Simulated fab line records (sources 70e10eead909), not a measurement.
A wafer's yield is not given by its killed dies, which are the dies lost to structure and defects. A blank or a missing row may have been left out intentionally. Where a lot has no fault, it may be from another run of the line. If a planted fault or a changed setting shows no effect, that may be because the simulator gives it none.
What tool caused it? / flow nand harc / at 1 step of a route of 1302, 15 lots with 45 wafers sampled

WHAT THE GAUGES READ, wafer by wafer
NHARC_P_M1_CD_MEAS_16.
lot=L411; measured=day 6 17:05; on=cd sem-01; cd nm (nm)=129.5 130.4 129.7
lot=L412; measured=day 6 21:10; on=cd sem-01; cd nm (nm)=128.7 129.8 128.7
lot=L413; measured=day 7 11:25; on=cd sem-02; cd nm (nm)=128.2 129.5 128.1
lot=L415; measured=day 8 15:12; on=cd sem-01; cd nm (nm)=129.6 129.3 128.9
lot=L416; measured=day 8 18:20; on=cd sem-01; cd nm (nm)=129.1 129.8 130.3
lot=L417; measured=day 9 12:10; on=cd sem-02; cd nm (nm)=129.3 128.3 128.7
lot=L422; measured=day 11 02:28; on=cd sem-01; cd nm (nm)=129.2 129.8 130.1
lot=L423; measured=day 12 06:53; on=cd sem-02; cd nm (nm)=129.6 129.1 130.9
lot=L425; measured=day 12 08:02; on=cd sem-02; cd nm (nm)=129.8 128.7 128.6
lot=L424; measured=day 12 09:15; on=cd sem-03; cd nm (nm)=129.9 129.2 128.7
lot=L426; measured=day 13 04:35; on=cd sem-01; cd nm (nm)=129.5 130.7 128.6
lot=L427; measured=day 13 06:44; on=cd sem-02; cd nm (nm)=128.8 128.7 128.5
lot=L428; measured=day 13 22:40; on=cd sem-02; cd nm (nm)=129.4 130.5 130.0
lot=L429; measured=day 14 03:32; on=cd sem-02; cd nm (nm)=129.9 129.4 130.9
lot=L430; measured=day 14 13:45; on=cd sem-02; cd nm (nm)=129.0 129.4 130.0

WHAT TOOL EACH LOT RAN ON (gives the tool, then ch and the chambers of the sampled wafers, and finally the start)
There is no process step in the record ahead of these readings.

WHAT THE TOOLS THEMSELVES READ (means of the sampled wafers that have a number; where no wafer has one, the mark that the record gives instead)
The record holds no such reading with a usual standard deviation.

THE ANSWER, worked out from the rows above alone
Rule: the usual values come from the lots themselves. The widest of any qualifying gaps counts: lots, ordered by their means at a reading, are off when they make up no more than a third of the lots, leave a main group of 4 or more, and stand apart from it by 3 or more times the standard deviation of that group's means. A main group is skipped when, at the precision printed for the reading in the tables above, its means are all equal. Also off: a lot with no number at a reading for which 4 or more lots have one. Any other lot the step has rows for is counted as sound. The gauges are gone through in route order, then the tools' own readings, and for those a lot's mean is taken as printed above. At the first step where some lot is off, the reading lying furthest off is the one used; lots without a number count as furthest.
None of the lots is off at any reading shown; this tells nothing.

WHAT THE SIMULATOR HAD INSERTED
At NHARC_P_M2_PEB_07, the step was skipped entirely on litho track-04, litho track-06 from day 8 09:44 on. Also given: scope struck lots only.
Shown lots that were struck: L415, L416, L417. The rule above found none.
